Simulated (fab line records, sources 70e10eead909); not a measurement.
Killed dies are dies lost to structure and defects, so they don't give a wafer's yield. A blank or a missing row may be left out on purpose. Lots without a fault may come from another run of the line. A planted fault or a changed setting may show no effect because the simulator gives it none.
fab line records | flow nand_harc
record lots=12 wafers=36 last_day=33
route steps=1302 shown P_ZERO_WELL@41 P_STI@87
lots that met no fault: from a run of the same line without faults
start_h: hours from the record's first day to the start of the lot's first wafer shown | wait_h: hours since the lot's step before | " the same as in the row above | L1.1+2: a row that stands for several wafers | - no value, or no start given | * or withheld: withheld | < > ~ a bound
route shown NAME@n: a module of which the file shows steps, and the number in the route of the first | usual: mean/standard deviation of fault-free wafers | same: alike in all rows | chamber/n: place in a boat | sites: the reading at each site | _std_site: their standard deviation | _edge_site: outer sites' mean less inner sites' | radius_mm: how far each site lies from the wafer's centre | mask NAME#n: copy n | behind: the tool/chamber that last shaped the wafer | hold: why the lot was held/for how many hours/how that ended | device: the transistor (n, p or np) that didn't switch | end of line: the same wafers' tests at the end of the route | a step without rows: its recipe alone | killed: dies lost to structure and defects at the first sort, not the wafer's yield | map: a wafer's dies, x killed, . not, _ none there
set.NAME: the setting as run; set.NAME@STEP: as run at that earlier step | model.NAME: the simulator's own value behind a step, which no gauge read
steps of the route over a sample of lots; a table a step, a row a wafer
services: from which hour (start_h, from the record's first day; less than 0 if before it) a tool's chamber was out of use, for how many hours, and why
## steps
# step NHARC_P_ZERO_WELL_EXPOSE_34
# recipe na=0.6 target_cd_nm=720 dose_mj=22.31 mask_id=P_PWELL
# same na=0.6
# columns lot.wafer tool chamber start_h wait_h mask
L939.1+2+5 krf_scanner-01 0 23.96 - P_PWELL#0
L942.1+2+6 krf_scanner-01 0 54.13 - P_PWELL#0
L943.2+3+6 krf_scanner-04 0 63.81 - P_PWELL#0
L944.2+4+5 krf_scanner-04 0 73.94 - P_PWELL#0
L949.4+5+6 krf_scanner-01 0 123.93 - P_PWELL_R1#0
L951.3+4+5 krf_scanner-01 0 147.80 - P_PWELL#0
L955.1+2+4 krf_scanner-02 0 184.00 - P_PWELL#0
L956.1+3+4 krf_scanner-02 0 193.95 - P_PWELL#0
L959.3+4+6 krf_scanner-04 0 223.97 - P_PWELL#0
L960.1+2+4 krf_scanner-04 0 233.85 - P_PWELL#0
L961.2+3+6 krf_scanner-04 0 243.99 - P_PWELL#0
L962.2+3+4 krf_scanner-01 0 254.21 - P_PWELL#0
# step NHARC_P_ZERO_WELL_CD_MEAS_37
# recipe target_cd_nm=720 landing_energy_ev=500
# usual cd_nm=721.0/2.1
# columns lot.wafer tool chamber start_h wait_h cd_nm
L939.1 cd_sem-02 0 24.12 - 723.5
L939.2 " 0 " " 722.4
L939.5 " 0 " " 720.3
L942.1 cd_sem-02 0 54.28 - 717.0
L942.2 " 0 " " 719.0
L942.6 " 0 " " 718.4
L943.2 cd_sem-03 0 63.97 - 718.9
L943.3 " 0 " " 722.9
L943.6 " 0 " " 717.6
L944.2 cd_sem-01 0 74.09 - 720.0
L944.4 " 0 " " 719.8
L944.5 " 0 " " 721.4
L949.4 cd_sem-02 0 124.08 - 767.1
L949.5 " 0 " " 766.2
L949.6 " 0 " " 769.1
L951.3 cd_sem-03 0 147.95 - 719.8
L951.4 " 0 " " 720.5
L951.5 " 0 " " 722.1
L955.1 cd_sem-03 0 184.16 - 724.1
L955.2 " 0 " " 719.9
L955.4 " 0 " " 719.4
L956.1 cd_sem-01 0 194.11 - 720.4
L956.3 " 0 " " 719.9
L956.4 " 0 " " 719.7
L959.3 cd_sem-03 0 224.13 - 719.4
L959.4 " 0 " " 719.3
L959.6 " 0 " " 718.8
L960.1 cd_sem-03 0 234.01 - 718.9
L960.2 " 0 " " 724.0
L960.4 " 0 " " 718.8
L961.2 cd_sem-02 0 244.14 - 723.3
L961.3 " 0 " " 720.9
L961.6 " 0 " " 723.8
L962.2 cd_sem-03 0 254.36 - 723.3
L962.3 " 0 " " 722.0
L962.4 " 0 " " 720.6
# step NHARC_P_ZERO_WELL_INSPECT_43
# usual raw_defect_count=13/5.8
# columns lot.wafer tool chamber start_h wait_h raw_defect_count
L939.1 defect_inspect-01 - 27.47 0.6 18
L939.2 " - " " 6
L939.5 " - " " 7
L942.1 defect_inspect-01 - 57.74 0.6 10
L942.2 " - " " 10
L942.6 " - " " 8
L943.2 defect_inspect-02 - 67.41 0.5 9
L943.3 " - " " 8
L943.6 " - " " 17
L944.2 defect_inspect-02 - 77.56 0.5 7
L944.4 " - " " 22
L944.5 " - " " 17
L949.4 defect_inspect-01 - 127.40 0.2 9
L949.5 " - " " 7
L949.6 " - " " 13
L951.3 defect_inspect-01 - 153.49 0.4 13
L951.4 " - " " 14
L951.5 " - " " 11
L955.1 defect_inspect-01 - 187.62 0.6 17
L955.2 " - " " 15
L955.4 " - " " 16
L956.1 defect_inspect-02 - 197.55 0.6 12
L956.3 " - " " 14
L956.4 " - " " 6
L959.3 defect_inspect-01 - 228.41 0.4 23
L959.4 " - " " 20
L959.6 " - " " 13
L960.1 defect_inspect-01 - 237.47 0.6 16
L960.2 " - " " 12
L960.4 " - " " 10
L961.2 defect_inspect-01 - 247.60 0.5 16
L961.3 " - " " 25
L961.6 " - " " 17
L962.2 defect_inspect-02 - 257.86 0.5 13
L962.3 " - " " 10
L962.4 " - " " 9
# step NHARC_P_STI_DESCUM_14
# recipe time_s=3 o2_flow_sccm=200 ar_flow_sccm=0 bias_power_w=0 chemistry=O2
# usual drypump_motor_current_A=5.7/0.5 o2_flow_sccm=200.0/0.63 oes_product_au=1.003/0.011 rf_vpp_V=57.9/0.81 showerhead_plenum_p_Torr=1.94/0.078 throttle_valve_pct=11.312/0.0089
# columns lot.wafer tool chamber start_h wait_h drypump_motor_current_A o2_flow_sccm oes_product_au rf_hours_counter_h rf_vpp_V showerhead_plenum_p_Torr throttle_valve_pct
L939.2 rie_diel-01 1 49.69 - 6.7 200.6 1.000 2 59.2 1.94 11.315
L939.1 " 2 " " 6.2 199.1 1.009 2 58.8 1.87 11.309
L939.5 " 2 " " 6.2 199.7 1.008 - 58.2 1.87 11.324
L942.1 rie_diel-05 2 72.50 - 5.2 200.3 0.994 1 57.2 2.04 11.293
L942.2 " 0 " " 6.2 200.0 0.997 1 57.9 2.01 11.322
L942.6 " 0 " " 6.2 200.4 0.994 - 58.1 2.01 11.312
L943.2 rie_diel-01 3 82.45 - 5.6 200.5 0.984 4 57.6 1.96 11.323
L943.3 " 0 " " 6.1 200.1 1.013 5 56.3 1.88 11.331
L943.6 " 2 " " 6.2 200.4 0.991 - 56.5 1.87 11.327
L944.4 rie_diel-05 3 93.90 - 5.3 200.3 1.016 1 59.0 1.90 11.321
L944.2 " 0 " " 6.2 199.1 0.993 2 56.8 2.01 11.319
L944.5 " 0 " " 6.2 199.5 0.988 - 58.4 2.01 11.306
L949.4 rie_diel-01 0 142.07 - 6.1 200.8 1.012 10 58.4 1.88 11.325
L949.5 " 0 " " 6.1 200.5 1.020 - 58.4 1.88 11.311
L949.6 " 1 " " 6.6 199.9 0.992 - 57.4 1.94 11.304
L951.4 rie_diel-01 1 169.96 - 6.6 200.1 1.001 14 56.6 1.94 11.312
L951.3 " 3 " " 5.6 200.5 1.006 13 58.3 1.95 11.310
L951.5 " 1 " " 6.6 200.3 0.990 - 58.0 1.94 11.311
L955.4 rie_diel-12 0 204.13 - 5.3 199.1 1.020 7 57.2 1.79 11.312
L955.2 " 2 " " 5.4 199.3 1.012 7 58.4 1.90 11.319
L955.1 " 3 " " 5.5 199.7 1.009 7 57.0 1.82 11.297
L956.3 rie_diel-12 1 212.17 - 5.4 200.0 1.002 8 56.8 1.85 11.315
L956.1 " 3 " " 5.5 199.7 1.007 8 57.6 1.82 11.329
L956.4 " 0 " " 5.4 199.9 1.014 8 58.5 1.79 11.308
L959.4 rie_diel-05 2 243.17 - 5.2 199.8 1.002 0 57.4 2.04 11.305
L959.3 " 3 " " 5.3 201.2 0.978 0 56.6 1.90 11.320
L959.6 " 2 " " 5.2 200.4 0.987 - 59.2 2.04 11.300
L960.1 rie_diel-05 3 254.16 - 5.3 199.7 0.993 1 57.1 1.90 11.299
L960.2 " 0 " " 6.2 199.2 1.005 1 57.8 2.01 11.318
L960.4 " 2 " " 5.2 200.3 0.987 1 57.4 2.04 11.311
L961.3 rie_diel-12 2 265.03 - 5.4 199.0 1.012 11 57.4 1.90 11.314
L961.2 " 3 " " 5.5 201.0 1.009 12 58.8 1.82 11.307
L961.6 " 1 " " 5.4 199.7 0.996 - 57.9 1.85 11.307
L962.2 rie_diel-01 2 274.68 - 6.2 199.8 0.990 5 58.1 1.87 11.307
L962.3 " 3 " " 5.6 201.2 0.991 6 58.5 1.95 11.315
L962.4 " 0 " " 6.1 200.7 1.019 6 57.8 1.87 11.305
# step NHARC_P_STI_ETCH_31
# recipe target_depth_a=1089 time_s=54.5 cf4_flow_sccm=100 chf3_flow_sccm=30 ar_flow_sccm=0 rf_w=500 bias_w=200 chemistry=CF4/CHF3
# usual bias_w=200.1/0.63 drypump_motor_current_A=5.7/0.48 oes_product_au=0.968/0.019 rf_vpp_V=371.3/2.2 showerhead_plenum_p_Torr=1.59/0.06 throttle_valve_pct=16.802/0.0089
# columns lot.wafer tool chamber start_h wait_h bias_w drypump_motor_current_A oes_product_au rf_hours_counter_h rf_vpp_V showerhead_plenum_p_Torr throttle_valve_pct
L939.1 rie_diel-01 0 - - 200.4 6.1 0.980 2 370.5 1.55 16.808
L939.2 " 3 " " 200.5 5.6 0.956 1 372.8 1.61 16.802
L939.5 " 0 " " 200.5 6.1 0.979 - 368.6 1.55 16.801
L942.1 rie_diel-05 2 - - 199.3 5.2 0.958 1 374.7 1.67 16.799
L942.2 " 0 " " 200.2 6.2 0.964 1 374.5 1.65 16.814
L942.6 " 2 " " 199.9 5.2 0.968 - 373.1 1.67 16.804
L943.2 rie_diel-01 2 - - 201.3 6.2 0.955 5 369.6 1.54 16.804
L943.3 " 3 " " 200.0 5.6 0.972 4 373.1 1.61 16.810
L943.6 " 2 " " 201.4 6.2 0.958 - 369.7 1.54 16.793
L944.2 rie_diel-05 2 - - 199.2 5.2 0.962 2 374.7 1.67 16.804
L944.4 " 3 " " 200.9 5.3 0.961 1 369.2 1.56 16.798
L944.5 " 2 " " 200.4 5.2 0.961 - 375.6 1.67 16.802
L949.4 rie_diel-01 3 - - 200.0 5.6 0.970 10 371.4 1.61 16.786
L949.6 " 1 " " 200.3 6.6 0.960 - 371.0 1.59 16.794
L949.5 " 2 " " 200.8 6.2 0.978 - 370.9 1.54 16.817
L951.4 rie_diel-01 3 - - 199.9 5.6 0.993 13 370.5 1.61 16.803
L951.3 " 1 " " 200.9 6.6 0.967 14 372.4 1.59 16.818
L951.5 " 3 " " 200.9 5.6 0.991 - 370.9 1.61 16.784
L955.2 rie_diel-12 1 - - 199.8 5.4 0.928 8 370.0 1.52 16.797
L955.1 " 2 " " 200.1 5.3 0.942 7 371.7 1.56 16.793
L955.4 " 3 " " 199.7 5.5 0.946 7 368.5 1.50 16.807
L956.4 rie_diel-12 2 - - 200.4 5.4 0.967 8 370.3 1.56 16.809
L956.1 " 0 " " 199.6 5.3 0.990 8 367.7 1.48 16.799
L956.3 " 1 " " 199.2 5.4 0.957 8 368.1 1.52 16.799
L959.4 rie_diel-05 3 - - 199.7 5.3 0.962 0 370.6 1.56 16.813
L959.3 " 0 " " 200.7 6.2 0.981 0 373.9 1.65 16.798
L959.6 " 0 " " 200.3 6.2 0.979 - 372.1 1.65 16.801
L960.2 rie_diel-05 1 - - 200.4 5.3 0.986 1 374.2 1.67 16.792
L960.1 " 2 " " 199.2 5.2 0.968 1 373.2 1.67 16.789
L960.4 " 0 " " 200.3 6.2 0.962 1 372.8 1.65 16.798
L961.3 rie_diel-12 3 - - 199.6 5.5 0.986 12 368.6 1.50 16.793
L961.2 " 0 " " 200.6 5.4 0.990 12 366.9 1.47 16.793
L961.6 " 0 " " 199.7 5.4 0.988 - 366.9 1.47 16.811
L962.3 rie_diel-01 2 - - 200.9 6.2 0.950 5 369.3 1.54 16.809
L962.2 " 3 " " 199.3 5.6 0.982 6 373.2 1.60 16.810
L962.4 " 0 " " 200.4 6.1 0.996 6 369.5 1.54 16.817
## services
# columns tool chamber start_h hours kind
krf_scanner-04 - 12.30 4.0 pm
krf_scanner-02 - 23.43 2.2 repair
rie_diel-01 - 26.80 9.0 pm
rie_diel-05 1 36.77 7.7 repair
rie_diel-05 - 52.60 9.0 pm
krf_scanner-04 - 69.04 1.1 repair
rie_diel-01 3 70.75 4.6 repair
rie_diel-05 3 71.24 8.8 repair
rie_diel-12 - 91.40 9.0 pm
krf_scanner-01 - 104.93 0.4 repair
rie_diel-12 2 114.80 3.6 repair
krf_scanner-01 - 140.08 1.5 repair
krf_scanner-04 - 141.51 0.5 repair
krf_scanner-01 - 143.79 4.0 pm
krf_scanner-04 - 184.30 4.0 pm
krf_scanner-01 - 195.68 1.6 repair
krf_scanner-04 - 198.22 0.7 repair
rie_diel-01 - 201.32 1.2 repair
rie_diel-01 - 203.80 9.0 pm
rie_diel-05 - 229.60 9.0 pm
krf_scanner-01 - 239.76 0.3 repair
krf_scanner-04 - 244.76 0.4 repair
rie_diel-12 - 268.40 9.0 pm
krf_scanner-04 - 274.73 3.8 repair
## key
first_sign step=NHARC_P_ZERO_WELL_EXPOSE_34 reading=mask direction=changed
effect step=NHARC_P_ZERO_WELL_CD_MEAS_37 reading=cd_nm direction=up sigmas=23 usual=721.0 struck=767.4
met_at NHARC_P_ZERO_WELL_EXPOSE_34
struck_lots L949
tester_left_out L949
not_acting_at NHARC_P_ZERO_WELL_INSPECT_43,NHARC_P_STI_DESCUM_14,NHARC_P_STI_ETCH_31
onset_between 54.13 123.93
fault kind=wrong_mask tool=any chamber=- onset_h=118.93 steps=NHARC_P_ZERO_WELL_EXPOSE_34 aux_copy=P_PWELL_R1#0 cd_offset_nm=47.739 scope=struck_lots_only
# tester_left_out: of these lots the tester's yield and bins aren't shown, on N5 and GAA mostly nor the transistor test; their killed dies are dies lost to structure and defects alone, not to doping, threshold or leakage, so they don't give the yield
